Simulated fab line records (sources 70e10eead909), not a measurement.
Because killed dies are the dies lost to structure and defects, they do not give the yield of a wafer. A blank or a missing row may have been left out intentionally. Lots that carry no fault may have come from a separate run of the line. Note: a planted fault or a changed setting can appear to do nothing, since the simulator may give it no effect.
Struck lot and sound lot, side by side || flow nandHarc || 15 steps out of a route of 1302
Sound: wafers L684.1, L684.2, L684.5. Struck: wafer L688.6 (left out: L688.2, L688.5 of the same lot, which were not struck); the cause appears at the end.
Each step with rows lists, per side, the tool, then ch with its chambers, then its first start. Under that, the readings that differ: sound wafers || struck wafers || difference of the means || sigmas: that difference in standard deviations of wafers without a fault.
alike: same words and numbers on both sides, and readings whose means sit less than 2 such deviations apart. not compared: any withheld reading, any reading some wafer has no value for, any bound like >300 that may hide the same value, and any number with overlapping values for which the record gives no deviation.
Wherever a step has rows on one side only, a row that says differs or no value, or a row with sigmas, the two part there. Numbers that have no deviation but don't overlap get no sigmas and don't part them. A reading that every wafer of one side lacks parts them only if that side has two wafers or more.

first, 6 steps without rows for these wafers: NHARC_A_CONTACT_COAT_02 (resist thk 90 nm); NHARC_A_CONTACT_SOFTBAKE_03 (time 55 s); NHARC_A_CONTACT_EBR_04; NHARC_A_CONTACT_EXPOSE_05 (exposes mask A CC); NHARC_A_CONTACT_PEB_06 (peb time 65 s); NHARC_A_CONTACT_DEVELOP_07 (develop time 35 s).
NHARC_A_CONTACT_CD_MEAS_08 targets a cd of 200 nm.
  sound on cdSem-01 ch 0, day 26 05:10; struck on cdSem-03 ch 0, day 28 15:03
  alike: cdNm
NHARC_A_CONTACT_OVL_MEAS_09:
  sound on overlay-01, day 26 05:16; struck on overlay-02, day 28 15:08
  alike: overlayXNm, overlayYNm
NHARC_A_CONTACT_INSPECT_10:
  sound on defectInspect-01, day 26 05:18; struck on defectInspect-02, day 28 15:10
  alike: rawDefectCount
NHARC_A_CONTACT_DESCUM_13: chemistry O2, time 3 s.
  sound on rieDiel-02 ch 1,2,3, day 26 05:22; struck on rieDiel-09 ch 3, day 28 15:15
  alike: drypumpMotorCurrentA, mfcArSccm, oesProductAu, rfVppV, showerheadPlenumPTorr, throttleValvePct
  not compared: rfHoursCounterH
NHARC_A_CONTACT_ETCH_88: etches the open film in CF4, target depth 39 nm, time 65 s.
  sound on rieDiel-02 ch 1,2,3, day 26 05:27; struck on rieDiel-09 ch 3, day 28 15:19
{"reading": "runLengthS (s)", "sound": "86.1 86.3 85.8", "struck": 86.8, "difference": "+0.7", "sigmas": "+2"}
  alike: cf4FlowSccm, drypumpMotorCurrentA, mfcArSccm, oesProductAu, rfVppV, showerheadPlenumPTorr, throttleValvePct
  not compared: rfHoursCounterH
NHARC_A_CONTACT_ETCH_89: etches the open film in N2/H2, target depth 260 nm, time 475.3 s.
  sound: rieDiel-02 ch 1,2,3; struck: rieDiel-09 ch 1
  alike: drypumpMotorCurrentA, mfcArSccm, oesProductAu, rfVppV, runLengthS, showerheadPlenumPTorr, throttleValvePct
  not compared: rfHoursCounterH
NHARC_A_CONTACT_ETCH_30: etches the open film in CF4/CHF3, target depth 72.6 nm, time 36.3 s.
  sound on rieDiel-02 ch 1,2,3, day 26 05:53; struck on rieDiel-09 ch 0, day 28 15:46
{"reading": "runLengthS (s)", "sound": "57.0 57.9 58.1", "struck": 49.9, "difference": -7.8, "sigmas": -22}
  alike: cf4FlowSccm, chf3FlowSccm, drypumpMotorCurrentA, mfcArSccm, oesProductAu, rfVppV, showerheadPlenumPTorr, throttleValvePct
  not compared: rfHoursCounterH
NHARC_A_CONTACT_ETCH_31: etches the open film in O2/COS, target depth 2800 nm, time 728 s.
  sound: rieDiel-02 ch 0,2,3; struck: rieDiel-09 ch 1
  alike: drypumpMotorCurrentA, mfcArSccm, oesProductAu, rfVppV, runLengthS, showerheadPlenumPTorr, throttleValvePct
  not compared: rfHoursCounterH
-- the record jumps here: 2 days lie between the struck wafers' starts before and after (it left off in module A_CONTACT and takes up again in module END, whose first step shown is number 1302 of the route) --
NHARC_END_SORT_01:
  sound on prober-01 ch 0, day 28 06:34; struck on prober-02 ch 0, day 30 18:54
{"reading": "killedAtArray", "sound": "59 39 30", "struck": 85, "difference": "+42", "sigmas": "+2"}
{"reading": "killedDies", "sound": "63 44 35", "struck": 86, "difference": "+39", "sigmas": "+2"}
  alike: killedAtOther, killedAtPeriphery, killedOpen, killedShort

WHERE THEY PART
At NHARC_A_CONTACT_ETCH_88 first; at NHARC_END_SORT_01 last (within this record only).

WHY: what the simulator had put in
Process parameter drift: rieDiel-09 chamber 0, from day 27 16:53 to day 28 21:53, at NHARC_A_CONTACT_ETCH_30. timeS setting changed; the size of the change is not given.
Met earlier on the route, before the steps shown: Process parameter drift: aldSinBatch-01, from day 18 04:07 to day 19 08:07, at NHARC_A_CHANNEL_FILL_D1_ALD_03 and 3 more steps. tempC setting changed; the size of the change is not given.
